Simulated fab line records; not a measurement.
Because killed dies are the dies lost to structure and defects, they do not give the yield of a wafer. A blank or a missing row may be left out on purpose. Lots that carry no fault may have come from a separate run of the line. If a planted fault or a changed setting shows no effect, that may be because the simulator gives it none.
What tool caused it? || flow n5 finfet || 10 lots with 29 wafers sampled at 5 steps, on a route of 1938 steps

== WHAT THE GAUGES READ, wafer by wafer ==
N5_BEOL_M15_RS_MEAS_54: a four-point-probe measurement.
{"lot": "L282", "measured": "day 12 08:21", "on": "film metro-02", "M15_RS (ohm/sq)": "0.0214 0.02132 0.02144"}
{"lot": "L285", "measured": "day 12 15:08", "on": "film metro-01", "M15_RS (ohm/sq)": "0.02149 0.02149 0.02139"}
{"lot": "L283", "measured": "day 12 20:29", "on": "film metro-01", "M15_RS (ohm/sq)": "0.02115 0.02187 0.02129"}
{"lot": "L284", "measured": "day 13 06:55", "on": "film metro-02", "M15_RS (ohm/sq)": "0.02171 0.02168 0.02141"}
{"lot": "L288", "measured": "day 13 18:48", "on": "film metro-02", "M15_RS (ohm/sq)": "0.02191 0.02197 0.02168"}
{"lot": "L289", "measured": "day 13 19:19", "on": "film metro-02", "M15_RS (ohm/sq)": "0.02092 0.02152"}
{"lot": "L296", "measured": "day 16 18:22", "on": "film metro-02", "M15_RS (ohm/sq)": "0.02137 0.02124 0.02119"}
{"lot": "L300", "measured": "day 16 21:31", "on": "film metro-02", "M15_RS (ohm/sq)": "0.02136 0.02136 0.02059"}
{"lot": "L302", "measured": "day 17 17:52", "on": "film metro-02", "M15_RS (ohm/sq)": "0.02132 0.02175 0.02155"}
{"lot": "L304", "measured": "day 18 04:39", "on": "film metro-02", "M15_RS (ohm/sq)": "0.02123 0.02216 0.02173"}

== WHAT TOOL EACH LOT RAN ON (gives the tool, then ch and the chambers of the sampled wafers, and finally the start) ==
{"lot": "L282", "N5_BEOL_M15_TRENCH_ETCH_34": "rie diel-03 ch 1,3, day 12 00:16", "N5_BEOL_M15_SPUTTER_43": "pvd sputter-01, day 12 02:56", "N5_BEOL_M15_SPUTTER_44": "pvd sputter-01, day 12 03:01", "N5_BEOL_M15_CMP_49": "cmp-04 ch 1,3, day 12 07:55"}
{"lot": "L285", "N5_BEOL_M15_TRENCH_ETCH_34": "rie diel-06 ch 0,2, day 12 11:52", "N5_BEOL_M15_SPUTTER_43": "pvd sputter-02, day 12 13:12", "N5_BEOL_M15_SPUTTER_44": "pvd sputter-02, day 12 13:17", "N5_BEOL_M15_CMP_49": "cmp-02 ch 0,1,2, day 12 14:49"}
{"lot": "L283", "N5_BEOL_M15_TRENCH_ETCH_34": "rie diel-06 ch 2,3, day 12 16:29", "N5_BEOL_M15_SPUTTER_43": "pvd sputter-02, day 12 19:10", "N5_BEOL_M15_SPUTTER_44": "pvd sputter-02, day 12 19:15", "N5_BEOL_M15_CMP_49": "cmp-04 ch 0,2,3, day 12 20:04"}
{"lot": "L284", "N5_BEOL_M15_TRENCH_ETCH_34": "rie diel-06 ch 0,2, day 12 19:02", "N5_BEOL_M15_SPUTTER_43": "pvd sputter-01, day 13 05:40", "N5_BEOL_M15_SPUTTER_44": "pvd sputter-01, day 13 05:45", "N5_BEOL_M15_CMP_49": "cmp-02 ch 1,2,3, day 13 06:29"}
{"lot": "L288", "N5_BEOL_M15_TRENCH_ETCH_34": "rie diel-03 ch 2,3, day 13 15:45", "N5_BEOL_M15_SPUTTER_43": "pvd sputter-03, day 13 17:32", "N5_BEOL_M15_SPUTTER_44": "pvd sputter-03, day 13 17:37", "N5_BEOL_M15_CMP_49": "cmp-02 ch 0,2, day 13 18:23"}
{"lot": "L289", "N5_BEOL_M15_TRENCH_ETCH_34": "rie diel-04 ch 0,3, day 13 16:06", "N5_BEOL_M15_SPUTTER_43": "pvd sputter-02, day 13 18:04", "N5_BEOL_M15_SPUTTER_44": "pvd sputter-02, day 13 18:09", "N5_BEOL_M15_CMP_49": "cmp-02 ch 2, day 13 18:53"}
{"lot": "L296", "N5_BEOL_M15_TRENCH_ETCH_34": "rie diel-06 ch 0,1,2, day 16 13:35", "N5_BEOL_M15_SPUTTER_43": "pvd sputter-03, day 16 16:52", "N5_BEOL_M15_SPUTTER_44": "pvd sputter-03, day 16 16:56", "N5_BEOL_M15_CMP_49": "cmp-01 ch 0,1, day 16 17:56"}
{"lot": "L300", "N5_BEOL_M15_TRENCH_ETCH_34": "rie diel-04 ch 0,1,3, day 16 16:04", "N5_BEOL_M15_SPUTTER_43": "pvd sputter-02, day 16 20:07", "N5_BEOL_M15_SPUTTER_44": "pvd sputter-02, day 16 20:12", "N5_BEOL_M15_CMP_49": "cmp-02 ch 0,1,3, day 16 21:05"}
{"lot": "L302", "N5_BEOL_M15_TRENCH_ETCH_34": "rie diel-03 ch 0,1, day 17 14:18", "N5_BEOL_M15_SPUTTER_43": "pvd sputter-02, day 17 16:37", "N5_BEOL_M15_SPUTTER_44": "pvd sputter-02, day 17 16:42", "N5_BEOL_M15_CMP_49": "cmp-02 ch 0,1,2, day 17 17:27"}
{"lot": "L304", "N5_BEOL_M15_TRENCH_ETCH_34": "rie diel-03 ch 0,2,3, day 17 23:39", "N5_BEOL_M15_SPUTTER_43": "pvd sputter-02, day 18 03:16", "N5_BEOL_M15_SPUTTER_44": "pvd sputter-02, day 18 03:20", "N5_BEOL_M15_CMP_49": "cmp-01 ch 0,2,3, day 18 04:16"}
- N5_BEOL_M15_TRENCH_ETCH_34: etches SiO2 in C4F8/O2/Ar, target depth 872.93 nm, time 199 s.
- N5_BEOL_M15_SPUTTER_43: material TaN, target thk 15 nm, time 24.19 s.
- N5_BEOL_M15_SPUTTER_44: material Ta, target thk 15 nm, time 24.19 s.
- N5_BEOL_M15_CMP_49: polishes, stops on SiO2, t overpolish 4.9 s, target thk 850 nm.

== THE ANSWER, worked out from the rows above alone ==
Rule: the usual values come from the lots themselves. Put in order of their means at a reading, lots are off if they are a third of the lots or fewer, leave a main group of 4 or more, and stand apart from it by a gap of 3 or more times the standard deviation of the main group's means; of several such gaps the widest counts. Not used: any main group whose means are identical at the precision the tables above print for the reading. Also off: a lot with no number at a reading for which 4 or more lots have one. Where the step has rows for the other lots, those lots are counted as sound.
Across all readings shown, no lot is off: no conclusion can be drawn from this.

== WHAT HAD BEEN PUT IN BY THE SIMULATOR ==
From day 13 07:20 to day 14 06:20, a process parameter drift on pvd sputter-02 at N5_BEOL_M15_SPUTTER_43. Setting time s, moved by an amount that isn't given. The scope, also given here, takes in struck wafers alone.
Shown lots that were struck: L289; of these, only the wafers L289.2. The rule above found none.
